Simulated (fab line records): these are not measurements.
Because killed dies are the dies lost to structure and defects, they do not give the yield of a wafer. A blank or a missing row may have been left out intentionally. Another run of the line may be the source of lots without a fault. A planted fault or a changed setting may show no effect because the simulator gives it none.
A lot that was struck, set against a sound lot ; flow n5 finfet ; 14 steps out of a route of 1938
Sound: wafers L204.1, L204.3, L204.4. Wafers L195.1, L195.3, L195.6 were the ones struck. The cause is given at the end.
Per side, at each step with rows, come the tool, then ch with its chambers, and then its first start. Under that, the readings that differ: sound wafers ; struck wafers ; difference of the means ; sigmas: that difference in standard deviations of wafers without a fault.
alike: words and numbers the same on both sides, and readings whose means are apart by under 2 such deviations; not compared: readings that were withheld, readings missing a value for some wafer, numbers with overlapping values and no deviation given by the record, and bounds like >300 which may hide the same value.
The two part at a step that has a row with sigmas, a row that says differs or no value, or rows on one side only. When numbers do not overlap yet have no deviation, they are printed without sigmas and do not part them. A reading missing from all wafers of one side parts the sides only when that side holds two or more wafers.

first, 6 steps without rows for these wafers: N5_BEOL_M14_EBR_06; N5_BEOL_M14_SOFTBAKE_05 (time 60 s); N5_BEOL_M14_EXPOSE_07 (exposes mask V13); N5_BEOL_M14_PEB_08 (peb time 90 s); N5_BEOL_M14_DEVELOP_09 (develop time 45 s); N5_BEOL_M14_HARDBAKE_14 (time 120 s).
N5_BEOL_M14_CD_MEAS_10: the cd target is 250 nm.
  sound on cd sem-03 ch 0, day 16 07:37; struck on cd sem-02 ch 0, day 14 05:01
  alike: cd nm
N5_BEOL_M14_OVL_MEAS_11:
  sound on overlay-02 ch 0, day 16 07:39; struck on overlay-02 ch 0, day 14 05:02
  alike: V13_OVL
N5_BEOL_M14_INSPECT_12: inspects for defects (macro).
  struck on defect inspect-02, day 14 05:04; sound on defect inspect-02, day 16 07:41
  alike: raw defect count
N5_BEOL_M14_DESCUM_15: chemistry O2, time 7.9 s.
  sound on rie diel-01 ch 1,2,3, day 16 07:47; struck on rie diel-01 ch 1,2,3, day 14 05:06
  alike: bias power w, drypump motor current A, oes product au, rf vpp V, showerhead plenum p Torr, temp c, throttle valve pct
  not compared: rf hours counter h
N5_BEOL_M14_ETCH_59: etches BARC in N2/H2, target depth 89 nm, overetch 26.7 nm, time 67.9 s.
  sound on rie diel-01 ch 1,2,3, day 16 07:50; struck on rie diel-01 ch 1,2,3, day 14 05:08
  alike: drypump motor current A, oes product au, rf vpp V, showerhead plenum p Torr, throttle valve pct
  not compared: rf hours counter h
N5_BEOL_M14_VIA_ETCH_16: etches SiO2 in C4F8/O2/Ar, target depth 1231.3 nm.
  sound on rie diel-01 ch 1,2,3, day 16 07:53; struck on rie diel-01 ch 1,2,3, day 14 05:11
  alike: C4F8_flow_sccm, drypump motor current A, oes_o_777_au, oes product au, rf vpp V, showerhead plenum p Torr, throttle valve pct
N5_BEOL_M14_STRIP_63: strips in O2.
  sound on rie diel-01 ch 1,2,3, day 16 08:00; struck on rie diel-01 ch 1,2,3, day 14 05:00
  no value came back on the struck wafers for any of 9 readings (bias power w (W), chamber pressure mTorr (mTorr) and others); on the sound wafers bias power w (W) reads 0 0 0
reading;sound;struck;difference;sigmas
model.coat_of_BEOL_M14_COAT_04.thk nm (nm);0 0 0;451.2 459.6 449.4;+453.4;
N5_BEOL_M14_STRIP_64: strips in O2.
  sound on rie diel-01 ch 1,2,3; struck on rie diel-01 ch 1,2,3
  alike: chamber pressure mTorr, drypump motor current A, oes product au, rf vpp V, showerhead plenum p Torr, temp c, throttle valve pct
  not compared: rf hours counter h

WHERE THEY PART
Only at N5_BEOL_M14_STRIP_63, within this record. Later steps at which nothing parts them and some readings are alike: N5_BEOL_M14_STRIP_64.

WHY: what had been put in by the simulator
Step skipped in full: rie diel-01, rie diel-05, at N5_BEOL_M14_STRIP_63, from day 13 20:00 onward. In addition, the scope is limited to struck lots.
